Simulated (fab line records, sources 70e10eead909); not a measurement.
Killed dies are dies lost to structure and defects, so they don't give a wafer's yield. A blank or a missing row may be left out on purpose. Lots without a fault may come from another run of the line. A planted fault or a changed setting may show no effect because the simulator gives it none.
A struck lot beside a sound one | flow nand_harc | 37 steps out of a route of 1302
Sound: wafers L563.1, L563.5, L563.6. Struck: wafers L571.2, L571.3, L571.5. The cause comes at the end.
At each step with rows: each side's tool, then ch and its chambers, then its first start. Under that, the readings that differ: sound wafers | struck wafers | difference of the means | sigmas: that difference in standard deviations of wafers without a fault.
alike: readings whose means differ by less than 2 such deviations, and words and numbers that are the same on both sides. not compared: withheld readings, readings that some wafer has no value for, bounds like >300 that may hide the same value, and numbers for which the record gives no deviation and whose values overlap.
The two part at a step that has a row with sigmas, a row that says differs or no value, or rows on one side only. Numbers that don't overlap but have no deviation are shown without sigmas and don't part them. A reading that every wafer of one side lacks parts them only if that side has two wafers or more.

first, 10 steps without rows for these wafers: NHARC_P_CONTACT_CMP_24 (polishes, t overpolish 30 s, target thk 200 nm); NHARC_P_CONTACT_SRD_26; NHARC_P_M0_DEP_00 (deposits SiOC, target thk 150 nm); NHARC_P_M0_DEHYDRATE_01 (time 120 s); NHARC_P_M0_HMDS_02 (time 30 s); NHARC_P_M0_COAT_33 (time 65 s); NHARC_P_M0_COAT_03 (resist thk 90 nm); NHARC_P_M0_SOFTBAKE_04 (time 55 s); NHARC_P_M0_EBR_05; NHARC_P_M0_EXPOSE_06 (exposes mask P M0, target cd 90 nm).
NHARC_P_M0_PEB_07: peb time 65 s.
  sound on litho_track-06 ch 0, day 12 21:38; struck on litho_track-06 ch 0, day 15 14:23
  reading                  | sound               | struck               | difference | sigmas
  heater_power_total_W (W) | 155.9 156.3 157.2   | 161.0 161.7 161.1    | +4.8       | +11
  plate_temp_C (C)         | 99.89 100.09 100.10 | 102.12 101.90 102.10 | +2.01      | +15
then, 1 step without rows for these wafers: NHARC_P_M0_DEVELOP_08 (develop time 35 s).
NHARC_P_M0_CD_MEAS_09: target cd 90 nm.
  sound on cd_sem-02 ch 0, day 12 21:43; struck on cd_sem-01 ch 0
  reading    | sound          | struck         | difference | sigmas
  cd_nm (nm) | 89.9 89.4 89.8 | 95.4 95.7 96.1 | +6.0       | +10
  not compared: hold
NHARC_P_M0_OVL_MEAS_10: pitch 180 nm.
  sound on overlay-02, day 12 21:48; struck on overlay-01, day 15 20:21
  reading | sound | struck                                                                     | difference                   | sigmas
  hold    | - - - | await_dispo/5.6h/release await_dispo/5.6h/release await_dispo/5.6h/release | no value on the sound wafers |
  alike: overlay_x_nm, overlay_y_nm
NHARC_P_M0_DESCUM_14: chemistry O2, time 3 s.
  sound on rie_diel-04 ch 2,3, day 12 21:55; struck on rie_diel-04 ch 1,2,3, day 16 04:11
  reading               | sound             | struck            | difference | sigmas
  model.P_M0.cd_nm (nm) | 89.46 90.04 90.18 | 95.93 95.57 95.89 | +5.90      |
  alike: drypump_motor_current_A, oes_product_au, rf_vpp_V, showerhead_plenum_p_Torr, throttle_valve_pct
  not compared: rf_hours_counter_h
then, 1 step without rows for these wafers: NHARC_P_M0_ETCH_34 (etches the open film in N2/H2, target depth 40 nm, overetch 12 nm, time 43.94 s).
NHARC_P_M0_ETCH_15: etches the open film in C4F8/Ar, target depth 150 nm, overetch 15 nm, time 82.5 s.
  sound on rie_diel-04 ch 0,1; struck on rie_diel-04 ch 0,3
  reading               | sound             | struck            | difference | sigmas
  model.P_M0.cd_nm (nm) | 89.62 89.87 89.93 | 96.28 95.56 96.07 | +6.16      |
  alike: bias_w, oes_product_au, rf_vpp_V
  not compared: rf_hours_counter_h
NHARC_P_M0_CD_MEAS_16:
  sound on cd_sem-01, day 12 22:15; struck on cd_sem-02, day 16 04:40
  reading    | sound          | struck         | difference | sigmas
  cd_nm (nm) | 89.5 89.6 89.9 | 96.2 95.2 96.0 | +6.1       | +8
  not compared: hold
then, 17 steps without rows for these wafers: NHARC_P_M0_STRIP_19 (strips in post etch residue remover, time 600 s); NHARC_P_M0_DEGAS_28 (time 60 s); NHARC_P_M0_PRE_CLEAN_29 (time 30 s); NHARC_P_M0_PVD_20 (deposits TaN, target thk 5 nm, time 8.06 s); NHARC_P_M0_PVD_21 (deposits Cu, target thk 30 nm, time 20.49 s); NHARC_P_M0_ECD_22 (material Cu, target thk 400 nm); NHARC_P_M0_ANNEAL_30 (time 90 s); NHARC_P_M0_CMP_23 (polishes, t overpolish 20 s, target thk 117.54 nm); NHARC_P_M0_SRD_25; NHARC_P_M0_PRE_CLEAN_31 (time 12 s); NHARC_P_M0_DEP_32 (deposits SiCN, target thk 30 nm); NHARC_P_M1_DEP_00 (deposits SiOC, target thk 182.5 nm); NHARC_P_M1_DEHYDRATE_01 (time 120 s); NHARC_P_M1_HMDS_02 (time 30 s); NHARC_P_M1_COAT_34 (time 65 s); NHARC_P_M1_COAT_03 (resist thk 90 nm); NHARC_P_M1_SOFTBAKE_04 (time 55 s).
NHARC_P_M1_DESCUM_14: chemistry O2, time 3 s.
  sound on rie_diel-12 ch 0,3, day 13 02:07; struck on rie_diel-12 ch 1,2,3, day 16 20:17
  reading               | sound             | struck            | difference | sigmas
  model.P_M1.cd_nm (nm) | 130.8 130.7 130.9 | 129.6 128.9 129.8 | -1.4       |
  alike: drypump_motor_current_A, oes_product_au, rf_vpp_V, showerhead_plenum_p_Torr, throttle_valve_pct
  not compared: rf_hours_counter_h
-- the record jumps here: 18 days lie between the struck wafers' starts before and after (it left off in module P_M1 and takes up again in module END, whose first step shown is number 1302 of the route) --
NHARC_END_SORT_01:
  the record has rows for the struck wafers here (prober-01 ch 0, day 35 05:00) and none for the sound ones

WHERE THEY PART
First at NHARC_P_M0_PEB_07; last, within this record, at NHARC_END_SORT_01.

WHY: what the simulator had put in
Process parameter drift: litho_track-06, from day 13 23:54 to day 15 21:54, at NHARC_P_M0_PEB_07. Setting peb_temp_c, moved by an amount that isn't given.
